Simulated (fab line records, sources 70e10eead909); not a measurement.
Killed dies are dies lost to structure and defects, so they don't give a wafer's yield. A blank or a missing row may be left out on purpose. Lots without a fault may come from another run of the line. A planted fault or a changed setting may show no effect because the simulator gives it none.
fab line records | flow nand_harc
record lots=6 wafers=18 last_day=24
route steps=1159 shown A_CONTACT@847
lots that met no fault: from a run of the same line without faults
start_h: hours from the record's first day to the start of the lot's first wafer shown | wait_h: hours since the lot's step before | " the same as in the row above | L1.1+2: a row that stands for several wafers | - no value, or no start given | * or withheld: withheld | < > ~ a bound
route shown NAME@n: a module of which the file shows steps, and the number in the route of the first | usual: mean/standard deviation of fault-free wafers | same: alike in all rows | chamber/n: place in a boat | sites: the reading at each site | _std_site: their standard deviation | _edge_site: outer sites' mean less inner sites' | radius_mm: how far each site lies from the wafer's centre | mask NAME#n: copy n | behind: the tool/chamber that last shaped the wafer | hold: why the lot was held/for how many hours/how that ended | device: the transistor (n, p or np) that didn't switch | end of line: the same wafers' tests at the end of the route | a step without rows: its recipe alone | killed: dies lost to structure and defects at the first sort, not the wafer's yield | map: a wafer's dies, x killed, . not, _ none there
set.NAME: the setting as run; set.NAME@STEP: as run at that earlier step | model.NAME: the simulator's own value behind a step, which no gauge read
lots at some steps of the route; a table a step, a row a wafer
services: from which hour (start_h, from the record's first day; less than 0 if before it) a tool's chamber was out of use, for how many hours, and why
## steps
# step NHARC_A_CONTACT_COAT_35
# recipe temp_c=225 time_s=65
# step NHARC_A_CONTACT_COAT_36
# recipe spin_rpm=1500 resist_thk_nm=90
# step NHARC_A_CONTACT_SOFTBAKE_37
# recipe temp_c=105 time_s=55
# step NHARC_A_CONTACT_EBR_38
# step NHARC_A_CONTACT_EXPOSE_39
# recipe na=1.35 sigma_outer=0.8 dose_mj=58.79 mask_id=A_CC_3
# step NHARC_A_CONTACT_PEB_40
# recipe peb_temp_c=100 peb_time_s=65
# step NHARC_A_CONTACT_DEVELOP_41
# recipe develop_time_s=35 dev_temp_c=23
# step NHARC_A_CONTACT_CD_MEAS_42
# recipe target_cd_nm=200 landing_energy_ev=500
# usual cd_nm=200.2/0.61
# columns lot.wafer tool chamber start_h wait_h cd_nm
L162.1 cd_sem-02 0 375.71 - 199.8
L162.2 " 0 " " 200.0
L162.6 " 0 " " 200.1
L170.1 cd_sem-02 0 426.98 - 200.0
L170.2 " 0 " " 200.0
L170.3 " 0 " " 200.5
L175.3 cd_sem-02 0 456.88 - 200.0
L175.4 " 0 " " 200.1
L175.6 " 0 " " 201.6
L179.1 cd_sem-01 0 469.89 - 200.6
L179.2 " 0 " " 200.7
L179.5 " 0 " " 200.3
L182.3 cd_sem-01 0 500.79 - 201.5
L182.4 " 0 " " 200.6
L182.6 " 0 " " 200.6
L181.1 cd_sem-03 0 501.55 - 200.7
L181.3 " 0 " " 200.7
L181.6 " 0 " " 200.5
# step NHARC_A_CONTACT_OVL_MEAS_43
# usual overlay_x_nm=0.0/0.96 overlay_y_nm=0.0/0.79
# columns lot.wafer tool chamber start_h wait_h overlay_x_nm overlay_y_nm
L162.1 overlay-02 - 375.82 - 0.7 -0.5
L162.2 " - " " 0.8 -0.5
L162.6 " - " " 1.0 -0.5
L170.1 overlay-02 - 427.08 - 0.3 0.6
L170.2 " - " " 0.5 0.5
L170.3 " - " " 0.8 0.5
L175.3 overlay-01 - 456.98 - 0.4 -0.4
L175.4 " - " " 0.7 -0.5
L175.6 " - " " 0.7 -0.1
L179.1 overlay-02 - 469.98 - -0.1 -0.3
L179.2 " - " " -0.4 -0.6
L179.5 " - " " -0.2 -0.7
L182.3 overlay-01 - 500.87 - 0.7 -0.2
L182.4 " - " " 0.3 0.0
L182.6 " - " " 0.0 0.1
L181.1 overlay-02 - 501.64 - -1.2 1.8
L181.3 " - " " -0.3 2.4
L181.6 " - " " -0.9 1.8
# step NHARC_A_CONTACT_INSPECT_44
# usual raw_defect_count=27/15
# columns lot.wafer tool chamber start_h wait_h raw_defect_count
L162.1 defect_inspect-01 - 375.85 0.0 32
L162.2 " - " " 30
L162.6 " - " " 32
L170.1 defect_inspect-01 - 427.11 0.0 42
L170.2 " - " " 45
L170.3 " - " " 37
L175.3 defect_inspect-01 - 457.02 0.0 35
L175.4 " - " " 43
L175.6 " - " " 27
L179.1 defect_inspect-02 - 470.01 0.0 15
L179.2 " - " " 11
L179.5 " - " " 17
L182.3 defect_inspect-01 - 500.91 0.0 11
L182.4 " - " " 16
L182.6 " - " " 19
L181.1 defect_inspect-02 - 501.67 0.0 41
L181.3 " - " " 32
L181.6 " - " " 40
# step NHARC_A_CONTACT_DESCUM_47
# recipe time_s=3 o2_flow_sccm=200 ar_flow_sccm=0 bias_power_w=0 chemistry=O2
# usual chamber_pressure_mTorr=60.00/0.053 drypump_motor_current_A=5.7/0.38 oes_product_au=0.998/0.01 rf_vpp_V=57.8/0.95 showerhead_plenum_p_Torr=1.93/0.095 throttle_valve_pct=11.310/0.0096
# columns lot.wafer tool chamber start_h wait_h chamber_pressure_mTorr drypump_motor_current_A oes_product_au rf_hours_counter_h rf_vpp_V showerhead_plenum_p_Torr throttle_valve_pct
L162.1 rie_diel-09 3 375.92 0.1 60.03 6.2 1.009 45 58.5 2.04 11.297
L162.2 " 0 " " 59.99 5.6 1.015 44 57.8 1.80 11.294
L162.6 " 3 " " 60.02 6.2 0.996 - 58.3 2.04 11.313
L170.3 rie_diel-02 0 427.18 0.1 60.01 5.8 1.011 32 56.5 1.90 11.311
L170.2 " 1 " " 60.02 5.6 0.979 35 57.6 1.91 11.298
L170.1 " 2 " " 60.04 5.9 0.980 34 58.4 2.04 11.306
L175.4 rie_diel-02 2 457.08 0.1 60.05 5.9 0.987 48 58.0 2.04 11.322
L175.3 " 3 " " 59.97 5.6 0.998 45 56.6 1.79 11.305
L175.6 " 2 " " 60.01 5.9 0.987 - 58.2 2.04 11.321
L179.2 rie_diel-02 1 470.07 0.1 60.03 5.6 0.983 54 57.5 1.91 11.310
L179.1 " 0 " " 59.97 5.8 0.999 52 57.7 1.90 11.325
L179.5 " 2 " " 60.00 5.9 0.979 - 59.2 2.04 11.309
L182.4 rie_diel-09 3 500.98 0.1 59.82 6.2 1.002 23 58.8 2.03 11.311
L182.3 " 1 " " 59.99 5.2 0.980 22 57.7 1.98 11.302
L182.6 " 2 " " 60.05 5.6 0.996 - 57.9 1.91 11.312
L181.1 rie_diel-10 2 501.75 0.1 60.01 6.8 1.005 19 57.9 2.01 11.322
L181.3 " 3 " " 60.05 5.5 0.999 23 59.1 1.92 11.320
L181.6 " 1 " " 59.99 5.8 1.000 - 57.2 1.78 11.315
# step NHARC_A_CONTACT_ETCH_48
# recipe target_depth_a=390 over_etch_frac=0.3 time_s=65 ion_energy_ev=80 cf4_flow_sccm=150 ar_flow_sccm=0 rf_w=300 bias_w=100 chemistry=CF4
# usual chamber_pressure_mTorr=50.00/0.043 drypump_motor_current_A=5.7/0.37 oes_product_au=0.999/0.0096 rf_vpp_V=151.4/1.2 run_length_s=86.3/0.39 showerhead_plenum_p_Torr=1.78/0.08 throttle_valve_pct=13.284/0.0092
# same over_etch_frac=0.3
# columns lot.wafer tool chamber start_h wait_h chamber_pressure_mTorr drypump_motor_current_A oes_product_au rf_hours_counter_h rf_vpp_V run_length_s showerhead_plenum_p_Torr throttle_valve_pct
L162.1 rie_diel-09 1 376.01 0.1 50.04 5.2 0.999 40 153.2 86.5 1.84 13.265
L162.2 " 3 " " 50.02 6.2 1.010 45 151.6 85.9 1.88 13.290
L162.6 " 0 " " 50.00 5.5 1.003 - 149.5 86.8 1.67 13.275
L170.2 rie_diel-02 2 427.26 0.1 49.99 5.9 0.984 35 151.8 86.3 1.88 13.284
L170.1 " 0 " " 50.00 5.8 1.012 32 151.4 86.3 1.76 13.288
L170.3 " 1 " " 49.97 5.6 0.980 35 150.6 85.8 1.77 13.290
L175.3 rie_diel-02 1 457.17 0.1 49.96 5.6 0.985 48 151.8 86.1 1.76 13.292
L175.4 " 2 " " 50.03 5.9 0.989 48 153.0 85.9 1.88 13.278
L175.6 " 0 " " 50.04 5.8 1.007 - 152.8 86.5 1.76 13.279
L179.1 rie_diel-02 0 470.17 0.1 50.05 5.8 0.998 52 150.4 86.6 1.75 13.281
L179.2 " 1 " " 50.09 5.6 0.994 54 151.0 85.9 1.76 13.275
L179.5 " 3 " " 50.05 5.6 0.991 - 151.4 86.4 1.66 13.289
L182.3 rie_diel-09 1 501.06 0.1 49.98 5.2 0.997 22 151.9 86.5 1.83 13.270
L182.4 " 3 " " 49.94 6.2 1.007 23 151.1 86.0 1.86 13.282
L182.6 " 2 " " 50.00 5.6 1.015 - 151.6 86.0 1.77 13.279
L181.3 rie_diel-10 0 501.83 0.1 50.04 5.7 1.006 24 152.5 87.0 1.87 13.289
L181.1 " 1 " " 50.10 5.8 1.007 24 148.5 86.3 1.65 13.305
L181.6 " 3 " " 50.03 5.5 0.994 - 151.6 86.3 1.78 13.278
# step NHARC_A_CONTACT_ETCH_49
# recipe target_depth_a=2600 over_etch_frac=0.3 time_s=475.3 ion_energy_ev=200 n2_flow_sccm=150 h2_flow_sccm=150 ar_flow_sccm=0 rf_w=400 bias_w=150 chemistry=N2/H2
# usual chamber_pressure_mTorr=30.001/0.027 drypump_motor_current_A=5.7/0.35 oes_product_au=0.998/0.011 rf_vpp_V=431/3 run_length_s=496.6/0.42 showerhead_plenum_p_Torr=2.05/0.11 throttle_valve_pct=14.170/0.0086
# same over_etch_frac=0.3
# columns lot.wafer tool chamber start_h wait_h chamber_pressure_mTorr drypump_motor_current_A oes_product_au rf_hours_counter_h rf_vpp_V run_length_s showerhead_plenum_p_Torr throttle_valve_pct
L162.1 rie_diel-09 0 376.16 - 29.985 5.5 1.009 44 428 497.2 1.92 14.196
L162.2 " 1 " " 30.039 5.2 0.985 41 432 497.1 2.13 14.175
L162.6 " 2 " " 29.996 5.6 1.006 - 430 496.2 2.05 14.163
L170.2 rie_diel-02 0 427.37 - 30.000 5.8 1.002 32 432 496.7 2.03 14.170
L170.1 " 1 " " 29.954 5.6 0.989 35 431 496.3 2.04 14.163
L170.3 " 3 " " 29.989 5.6 0.992 31 427 496.9 1.91 14.177
L175.3 rie_diel-02 1 457.32 - 29.993 5.6 0.982 48 430 496.4 2.03 14.154
L175.4 " 3 " " 30.001 5.6 1.007 45 426 497.0 1.90 14.159
L175.6 " 0 " " 29.913 5.8 1.001 - 429 340.3 2.02 14.148
L179.2 rie_diel-02 0 470.32 - 30.055 5.8 1.012 52 430 340.4 2.02 14.174
L179.1 " 1 " " 29.995 5.6 0.999 54 431 496.3 2.03 14.168
L179.5 " 3 " " 29.955 5.5 0.983 - 428 496.7 1.90 14.155
L182.3 rie_diel-09 1 501.15 - 30.023 5.2 0.987 22 432 496.6 2.11 14.154
L182.4 " 2 " " 29.986 5.6 1.008 22 430 495.8 2.04 14.182
L182.6 " 1 " " 29.942 5.2 0.991 - 431 496.9 2.11 14.175
L181.1 rie_diel-10 3 501.91 - 29.968 5.5 0.994 23 432 497.1 2.05 14.173
L181.3 " 1 " " 30.005 5.7 1.000 25 426 496.3 1.89 14.170
L181.6 " 0 " " 30.005 5.7 1.008 - 435 497.3 2.17 14.181
# step NHARC_A_CONTACT_ETCH_50
# recipe target_depth_a=847 time_s=42.4 cf4_flow_sccm=100 chf3_flow_sccm=30 ar_flow_sccm=0 rf_w=500 bias_w=200 chemistry=CF4/CHF3
# usual chamber_pressure_mTorr=24.996/0.02 drypump_motor_current_A=5.7/0.38 oes_product_au=0.950/0.023 rf_vpp_V=371.0/2.6 run_length_s=63.7/0.45 showerhead_plenum_p_Torr=1.59/0.073 throttle_valve_pct=16.802/0.0086
# columns lot.wafer tool chamber start_h wait_h chamber_pressure_mTorr drypump_motor_current_A oes_product_au rf_hours_counter_h rf_vpp_V run_length_s showerhead_plenum_p_Torr throttle_valve_pct
L162.1 rie_diel-09 1 - - 25.002 5.2 0.913 41 372.4 63.8 1.64 16.808
L162.2 " 3 " " 24.998 6.2 0.931 45 373.5 64.2 1.67 16.803
L162.6 " 2 " " 25.015 5.6 0.922 - 371.9 62.8 1.58 16.797
L170.3 rie_diel-02 0 - - 24.997 5.8 0.942 32 370.3 63.8 1.57 16.797
L170.2 " 1 " " 25.006 5.6 0.918 35 370.8 63.3 1.57 16.805
L170.1 " 2 " " 24.996 5.8 0.903 35 374.0 63.7 1.67 16.804
L175.4 rie_diel-02 2 - - 24.981 5.9 0.920 48 373.6 63.4 1.67 16.807
L175.3 " 3 " " 25.012 5.5 0.928 45 367.3 64.2 1.48 16.792
L175.6 " 0 " " 25.025 5.8 0.942 - 369.3 63.7 1.56 16.799
L179.1 rie_diel-02 1 - - 24.992 5.6 0.908 54 370.5 63.1 1.57 16.802
L179.2 " 2 " " 25.005 5.8 0.906 54 375.4 63.5 1.67 16.822
L179.5 " 1 " " 25.005 5.6 0.914 - 370.7 63.2 1.57 16.810
L182.3 rie_diel-09 0 - - 24.970 5.5 0.974 22 367.2 63.9 1.48 16.809
L182.4 " 2 " " 25.022 5.6 0.963 22 372.5 62.9 1.57 16.808
L182.6 " 0 " " 24.984 5.5 0.977 - 368.1 64.3 1.48 16.789
L181.3 rie_diel-10 1 - - 24.989 5.7 0.967 25 366.5 63.2 1.47 16.784
L181.1 " 2 " " 25.002 6.7 0.978 19 373.7 63.5 1.65 16.796
L181.6 " 0 " " 24.980 5.7 0.967 - 374.4 64.1 1.67 16.795
## services
# columns tool chamber start_h hours kind
rie_diel-10 - 353.58 9.0 pm
rie_diel-02 0 361.67 - clean
rie_diel-02 1 361.67 - clean
rie_diel-02 2 361.67 - clean
rie_diel-02 3 361.67 - clean
rie_diel-02 1 377.35 2.2 repair
rie_diel-02 0 386.17 - clean
rie_diel-02 1 386.17 - clean
rie_diel-02 2 386.17 - clean
rie_diel-02 3 386.17 - clean
rie_diel-09 2 401.69 12.6 repair
rie_diel-02 0 410.67 - clean
rie_diel-02 1 410.67 - clean
rie_diel-02 2 410.67 - clean
rie_diel-02 3 410.67 - clean
rie_diel-09 2 428.25 14.1 repair
rie_diel-09 - 431.26 9.0 pm
rie_diel-02 0 435.37 - clean
rie_diel-02 1 435.37 - clean
rie_diel-02 2 435.37 - clean
rie_diel-02 3 435.37 - clean
rie_diel-09 3 453.44 1.9 repair
rie_diel-09 - 461.79 0.3 repair
rie_diel-10 2 462.02 18.7 repair
## key
first_sign step=NHARC_A_CONTACT_ETCH_49 reading=run_length_s direction=down sigmas=99+ usual=* struck=*
effect none on later readings
met_at NHARC_A_CONTACT_ETCH_49
struck_wafers L175.6,L179.2
later_rows_left_out L175.6,L179.2
sort_left_out L175.6,L179.2
tester_left_out L175,L179
onset_between 427.37 457.32
fault kind=process_parameter_drift tool=rie_diel-02 chamber=0 onset_h=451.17 steps=NHARC_A_CONTACT_ETCH_49 channel=time_s offset=* shape=step end_h=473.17 acts_in=* stated=*
# tester_left_out: of these lots the tester's yield and bins aren't shown, on N5 and GAA mostly nor the transistor test; their killed dies are dies lost to structure and defects alone, not to doping, threshold or leakage, so they don't give the yield
# sort_left_out: the simulated sort isn't trusted on such a fault, so these wafers' sort isn't shown, and their yield isn't known
# later_rows_left_out: the simulator's readings of these wafers behind a module that went badly wrong aren't trusted and aren't shown, but for the sort
